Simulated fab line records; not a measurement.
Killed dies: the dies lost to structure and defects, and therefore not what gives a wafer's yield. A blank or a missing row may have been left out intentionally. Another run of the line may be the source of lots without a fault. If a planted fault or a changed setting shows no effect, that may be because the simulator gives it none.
The tool behind it: which one? / flow nand harc / Sampling: 12 lots, 36 wafers, 5 of 1159 route steps

== WHAT THE GAUGES SHOWED, per wafer ==
NHARC_END_SORT_01.
lot=L845; measured=day 24 14:04; on=prober-01; killed at array=673 670 676; killed at other=1 0 0; killed at periphery=3 7 1; killed dies=677 677 677; killed open=1 4 7; killed short=1 0 0
lot=L848; measured=day 24 19:15; on=prober-02; killed at array=671 674 664; killed at other=1 1 4; killed at periphery=5 2 9; killed dies=677 677 677; killed open=6 1 7; killed short=6 1 3

== WHAT TOOL EACH LOT RAN ON (gives the tool, then ch and the chambers of the sampled wafers, and finally the start) ==
lot=L842; NHARC_A_STAIRCASE_ETCH_221=rie diel-07 ch 1,3, day 12 04:14; NHARC_A_STAIRCASE_ETCH_223=rie diel-07 ch 1,2, day 12 05:08 or earlier; NHARC_A_STAIRCASE_ETCH_225=rie diel-07 ch 0,1, day 12 05:08 or earlier; NHARC_A_STAIRCASE_TRIM_229=rie diel-07 ch 1,3, day 12 05:08
lot=L845; NHARC_A_STAIRCASE_ETCH_221=rie diel-11 ch 1,2,3, day 13 10:12; NHARC_A_STAIRCASE_ETCH_223=rie diel-11 ch 0,1,2, day 13 11:03 or earlier; NHARC_A_STAIRCASE_ETCH_225=rie diel-11 ch 0,2,3, day 13 11:03 or earlier; NHARC_A_STAIRCASE_TRIM_229=rie diel-07 ch 2,3, day 13 11:03
lot=L848; NHARC_A_STAIRCASE_ETCH_221=rie diel-07 ch 1,2,3, day 13 20:20; NHARC_A_STAIRCASE_ETCH_223=rie diel-07 ch 0,2, day 13 22:47 or earlier; NHARC_A_STAIRCASE_ETCH_225=rie diel-07 ch 2,3, day 13 22:47 or earlier; NHARC_A_STAIRCASE_TRIM_229=rie diel-11 ch 1,3, day 13 22:47
lot=L853; NHARC_A_STAIRCASE_ETCH_221=rie diel-11 ch 0,2, day 14 20:07; NHARC_A_STAIRCASE_ETCH_223=rie diel-11 ch 0,1,3, day 14 21:30 or earlier; NHARC_A_STAIRCASE_ETCH_225=rie diel-11 ch 0,3, day 14 21:30 or earlier; NHARC_A_STAIRCASE_TRIM_229=rie diel-11 ch 1,2,3, day 14 21:30
lot=L852; NHARC_A_STAIRCASE_ETCH_221=rie diel-12 ch 0,3, day 14 20:28; NHARC_A_STAIRCASE_ETCH_223=rie diel-12 ch 1,3, day 14 21:56 or earlier; NHARC_A_STAIRCASE_ETCH_225=rie diel-12 ch 0,2,3, day 14 21:56 or earlier; NHARC_A_STAIRCASE_TRIM_229=rie diel-12 ch 0,2,3, day 14 21:56
lot=L854; NHARC_A_STAIRCASE_ETCH_221=rie diel-07 ch 0,1,2, day 15 03:16; NHARC_A_STAIRCASE_ETCH_223=rie diel-07 ch 0,1,2, day 15 04:09 or earlier; NHARC_A_STAIRCASE_ETCH_225=rie diel-07 ch 0,2,3, day 15 04:09 or earlier; NHARC_A_STAIRCASE_TRIM_229=rie diel-11 ch 1,2,3, day 15 04:09
lot=L855; NHARC_A_STAIRCASE_ETCH_221=rie diel-11 ch 0,1,2, day 15 09:53; NHARC_A_STAIRCASE_ETCH_223=rie diel-11 ch 0,1,2, day 15 11:29 or earlier; NHARC_A_STAIRCASE_ETCH_225=rie diel-11 ch 0,1, day 15 11:29 or earlier; NHARC_A_STAIRCASE_TRIM_229=rie diel-12 ch 1,2, day 15 11:29
lot=L858; NHARC_A_STAIRCASE_ETCH_221=rie diel-11 ch 0,1, day 15 17:13; NHARC_A_STAIRCASE_ETCH_223=rie diel-11 ch 0,2,3, day 15 18:08 or earlier; NHARC_A_STAIRCASE_ETCH_225=rie diel-11 ch 1,2, day 15 18:08 or earlier; NHARC_A_STAIRCASE_TRIM_229=rie diel-07 ch 0,2, day 15 18:08
lot=L859; NHARC_A_STAIRCASE_ETCH_221=rie diel-12 ch 0,2,3, day 16 04:58; NHARC_A_STAIRCASE_ETCH_223=rie diel-12 ch 0,2,3, day 16 06:02 or earlier; NHARC_A_STAIRCASE_ETCH_225=rie diel-12 ch 0,1,3, day 16 06:02 or earlier; NHARC_A_STAIRCASE_TRIM_229=rie diel-07 ch 0,2,3, day 16 06:02
lot=L857; NHARC_A_STAIRCASE_ETCH_221=rie diel-12 ch 0,2,3, day 16 09:34; NHARC_A_STAIRCASE_ETCH_223=rie diel-12 ch 0,1,3, day 16 10:34 or earlier; NHARC_A_STAIRCASE_ETCH_225=rie diel-12 ch 0,1,3, day 16 10:34 or earlier; NHARC_A_STAIRCASE_TRIM_229=rie diel-07 ch 0,1, day 16 10:34
lot=L860; NHARC_A_STAIRCASE_ETCH_221=rie diel-11 ch 1,2, day 16 18:15; NHARC_A_STAIRCASE_ETCH_223=rie diel-11 ch 1,2,3, day 16 19:29 or earlier; NHARC_A_STAIRCASE_ETCH_225=rie diel-11 ch 0,2,3, day 16 19:29 or earlier; NHARC_A_STAIRCASE_TRIM_229=rie diel-11 ch 0,1, day 16 19:29
lot=L861; NHARC_A_STAIRCASE_ETCH_221=rie diel-07 ch 0,1, day 17 14:26; NHARC_A_STAIRCASE_ETCH_223=rie diel-07 ch 1,2, day 17 15:32 or earlier; NHARC_A_STAIRCASE_ETCH_225=rie diel-07 ch 0,1, day 17 15:32 or earlier; NHARC_A_STAIRCASE_TRIM_229=rie diel-07 ch 0,2, day 17 15:32
- NHARC_A_STAIRCASE_ETCH_221: etches the open film in C4F8/O2, target depth 100 nm, time 40.5 s.
- NHARC_A_STAIRCASE_ETCH_223: etches the open film in C4F8/O2, target depth 100 nm, time 40.5 s.
- NHARC_A_STAIRCASE_ETCH_225: etches the open film in C4F8/O2, target depth 100 nm, time 40.5 s.
- NHARC_A_STAIRCASE_TRIM_229: chemistry O2, time 211.2 s.

== WHAT THE TOOLS THEMSELVES READ (means of the sampled wafers that have a number; where no wafer has one, the mark that the record gives instead) ==
NHARC_A_STAIRCASE_ETCH_221.
lot=L842; tool=rie diel-07; bias w (W)=999.2; chamber pressure mTorr (mTorr)=24.990; oes product au (a.u.)=0.943; rf vpp V (V)=900
lot=L845; tool=rie diel-11; bias w (W)=-; chamber pressure mTorr (mTorr)=-; oes product au (a.u.)=-; rf vpp V (V)=-
lot=L848; tool=rie diel-07; bias w (W)=-; chamber pressure mTorr (mTorr)=-; oes product au (a.u.)=-; rf vpp V (V)=-
lot=L853; tool=rie diel-11; bias w (W)=999.1; chamber pressure mTorr (mTorr)=24.998; oes product au (a.u.)=0.955; rf vpp V (V)=894
lot=L852; tool=rie diel-12; bias w (W)=998.3; chamber pressure mTorr (mTorr)=25.018; oes product au (a.u.)=0.937; rf vpp V (V)=896
lot=L854; tool=rie diel-07; bias w (W)=999.1; chamber pressure mTorr (mTorr)=25.002; oes product au (a.u.)=0.923; rf vpp V (V)=896
lot=L855; tool=rie diel-11; bias w (W)=1001.0; chamber pressure mTorr (mTorr)=24.989; oes product au (a.u.)=0.926; rf vpp V (V)=894
lot=L858; tool=rie diel-11; bias w (W)=995.9; chamber pressure mTorr (mTorr)=25.011; oes product au (a.u.)=0.952; rf vpp V (V)=898
lot=L859; tool=rie diel-12; bias w (W)=1000.3; chamber pressure mTorr (mTorr)=25.005; oes product au (a.u.)=0.920; rf vpp V (V)=898
lot=L857; tool=rie diel-12; bias w (W)=1001.7; chamber pressure mTorr (mTorr)=24.994; oes product au (a.u.)=0.934; rf vpp V (V)=899
lot=L860; tool=rie diel-11; bias w (W)=1000.4; chamber pressure mTorr (mTorr)=24.978; oes product au (a.u.)=0.923; rf vpp V (V)=904
lot=L861; tool=rie diel-07; bias w (W)=1000.0; chamber pressure mTorr (mTorr)=25.015; oes product au (a.u.)=0.933; rf vpp V (V)=891

NHARC_A_STAIRCASE_ETCH_223.
lot=L842; tool=rie diel-07; bias w (W)=997.0; chamber pressure mTorr (mTorr)=25.012; oes product au (a.u.)=0.953; rf vpp V (V)=896
lot=L845; tool=rie diel-11; bias w (W)=998.5; chamber pressure mTorr (mTorr)=25.009; oes product au (a.u.)=0.934; rf vpp V (V)=895
lot=L848; tool=rie diel-07; bias w (W)=999.7; chamber pressure mTorr (mTorr)=24.987; oes product au (a.u.)=0.939; rf vpp V (V)=895
lot=L853; tool=rie diel-11; bias w (W)=1000.7; chamber pressure mTorr (mTorr)=24.989; oes product au (a.u.)=0.941; rf vpp V (V)=900
lot=L852; tool=rie diel-12; bias w (W)=999.4; chamber pressure mTorr (mTorr)=25.002; oes product au (a.u.)=0.940; rf vpp V (V)=899
lot=L854; tool=rie diel-07; bias w (W)=1001.8; chamber pressure mTorr (mTorr)=25.008; oes product au (a.u.)=0.937; rf vpp V (V)=895
lot=L855; tool=rie diel-11; bias w (W)=1001.2; chamber pressure mTorr (mTorr)=25.007; oes product au (a.u.)=0.937; rf vpp V (V)=895
lot=L858; tool=rie diel-11; bias w (W)=998.7; chamber pressure mTorr (mTorr)=24.993; oes product au (a.u.)=0.947; rf vpp V (V)=893
lot=L859; tool=rie diel-12; bias w (W)=997.1; chamber pressure mTorr (mTorr)=25.010; oes product au (a.u.)=0.942; rf vpp V (V)=898
lot=L857; tool=rie diel-12; bias w (W)=1001.1; chamber pressure mTorr (mTorr)=24.997; oes product au (a.u.)=0.943; rf vpp V (V)=898
lot=L860; tool=rie diel-11; bias w (W)=1001.4; chamber pressure mTorr (mTorr)=25.025; oes product au (a.u.)=0.957; rf vpp V (V)=900
lot=L861; tool=rie diel-07; bias w (W)=1002.1; chamber pressure mTorr (mTorr)=24.991; oes product au (a.u.)=0.956; rf vpp V (V)=898

NHARC_A_STAIRCASE_ETCH_225.
lot=L842; tool=rie diel-07; bias w (W)=1001; chamber pressure mTorr (mTorr)=25.015; oes product au (a.u.)=0.940; rf vpp V (V)=893
lot=L845; tool=rie diel-11; bias w (W)=999; chamber pressure mTorr (mTorr)=25.006; oes product au (a.u.)=0.947; rf vpp V (V)=895
lot=L848; tool=rie diel-07; bias w (W)=1000; chamber pressure mTorr (mTorr)=25.032; oes product au (a.u.)=0.936; rf vpp V (V)=902
lot=L853; tool=rie diel-11; bias w (W)=997; chamber pressure mTorr (mTorr)=24.991; oes product au (a.u.)=0.946; rf vpp V (V)=897
lot=L852; tool=rie diel-12; bias w (W)=1002; chamber pressure mTorr (mTorr)=25.008; oes product au (a.u.)=0.945; rf vpp V (V)=899
lot=L854; tool=rie diel-07; bias w (W)=998; chamber pressure mTorr (mTorr)=25.001; oes product au (a.u.)=0.947; rf vpp V (V)=898
lot=L855; tool=rie diel-11; bias w (W)=1001; chamber pressure mTorr (mTorr)=24.999; oes product au (a.u.)=0.933; rf vpp V (V)=898
lot=L858; tool=rie diel-11; bias w (W)=999; chamber pressure mTorr (mTorr)=24.981; oes product au (a.u.)=0.941; rf vpp V (V)=896
lot=L859; tool=rie diel-12; bias w (W)=1000; chamber pressure mTorr (mTorr)=25.004; oes product au (a.u.)=0.938; rf vpp V (V)=897
lot=L857; tool=rie diel-12; bias w (W)=999; chamber pressure mTorr (mTorr)=24.993; oes product au (a.u.)=0.950; rf vpp V (V)=898
lot=L860; tool=rie diel-11; bias w (W)=1002; chamber pressure mTorr (mTorr)=24.988; oes product au (a.u.)=0.950; rf vpp V (V)=900
lot=L861; tool=rie diel-07; bias w (W)=1001; chamber pressure mTorr (mTorr)=24.992; oes product au (a.u.)=0.939; rf vpp V (V)=891

NHARC_A_STAIRCASE_TRIM_229.
lot=L842; tool=rie diel-07; drypump motor current A (A)=5.3; oes product au (a.u.)=1.004; rf vpp V (V)=57.5; showerhead plenum p Torr (Torr)=3.66; throttle valve pct (%)=17.037
lot=L845; tool=rie diel-07; drypump motor current A (A)=5.8; oes product au (a.u.)=1.001; rf vpp V (V)=58.0; showerhead plenum p Torr (Torr)=3.71; throttle valve pct (%)=17.034
lot=L848; tool=rie diel-11; drypump motor current A (A)=5.9; oes product au (a.u.)=0.993; rf vpp V (V)=58.3; showerhead plenum p Torr (Torr)=3.66; throttle valve pct (%)=17.035
lot=L853; tool=rie diel-11; drypump motor current A (A)=5.9; oes product au (a.u.)=1.001; rf vpp V (V)=57.3; showerhead plenum p Torr (Torr)=3.52; throttle valve pct (%)=17.036
lot=L852; tool=rie diel-12; drypump motor current A (A)=6.0; oes product au (a.u.)=0.997; rf vpp V (V)=57.7; showerhead plenum p Torr (Torr)=3.60; throttle valve pct (%)=17.039
lot=L854; tool=rie diel-11; drypump motor current A (A)=5.9; oes product au (a.u.)=1.013; rf vpp V (V)=58.1; showerhead plenum p Torr (Torr)=3.52; throttle valve pct (%)=17.032
lot=L855; tool=rie diel-12; drypump motor current A (A)=6.1; oes product au (a.u.)=0.987; rf vpp V (V)=57.4; showerhead plenum p Torr (Torr)=3.67; throttle valve pct (%)=17.033
lot=L858; tool=rie diel-07; drypump motor current A (A)=6.2; oes product au (a.u.)=1.006; rf vpp V (V)=57.1; showerhead plenum p Torr (Torr)=3.59; throttle valve pct (%)=17.036
lot=L859; tool=rie diel-07; drypump motor current A (A)=6.1; oes product au (a.u.)=1.006; rf vpp V (V)=58.5; showerhead plenum p Torr (Torr)=3.60; throttle valve pct (%)=17.053
lot=L857; tool=rie diel-07; drypump motor current A (A)=5.4; oes product au (a.u.)=1.004; rf vpp V (V)=57.6; showerhead plenum p Torr (Torr)=3.41; throttle valve pct (%)=17.039
lot=L860; tool=rie diel-11; drypump motor current A (A)=5.7; oes product au (a.u.)=0.999; rf vpp V (V)=57.3; showerhead plenum p Torr (Torr)=3.59; throttle valve pct (%)=17.038
lot=L861; tool=rie diel-07; drypump motor current A (A)=6.4; oes product au (a.u.)=1.003; rf vpp V (V)=57.7; showerhead plenum p Torr (Torr)=3.48; throttle valve pct (%)=17.043

== THE ANSWER, worked out from the rows above alone ==
Rule: what is usual is taken from the lots themselves. Put in order of their means at a reading, lots are off if they are a third of the lots or fewer, leave a main group of 4 or more, and stand apart from it by a gap of 3 or more times the standard deviation of the main group's means; of several such gaps the widest counts. If all means in a main group match to the digits the tables above print for the reading, that group is not used. Also off: a lot with no number at a reading for which 4 or more lots have one. Where the step has rows for the other lots, those lots are counted as sound. The gauges are gone through in route order, then the tools' own readings, and for those a lot's mean is taken as printed above. At the first step where some lot is off, the reading lying furthest off is the one used; lots without a number count as furthest.
Off: L845, L848 (NHARC_A_STAIRCASE_ETCH_221, bias w). Without a number there: L845, L848. For the main group the mean is 999.5 W and the standard deviation 1.5.
If a tool, at that step or one of the process steps before it, ran each lot that is off and ran no sound lot following the first of them, it fits. Not one of the candidates tried fits.

== WHAT THE SIMULATOR PUT IN ==
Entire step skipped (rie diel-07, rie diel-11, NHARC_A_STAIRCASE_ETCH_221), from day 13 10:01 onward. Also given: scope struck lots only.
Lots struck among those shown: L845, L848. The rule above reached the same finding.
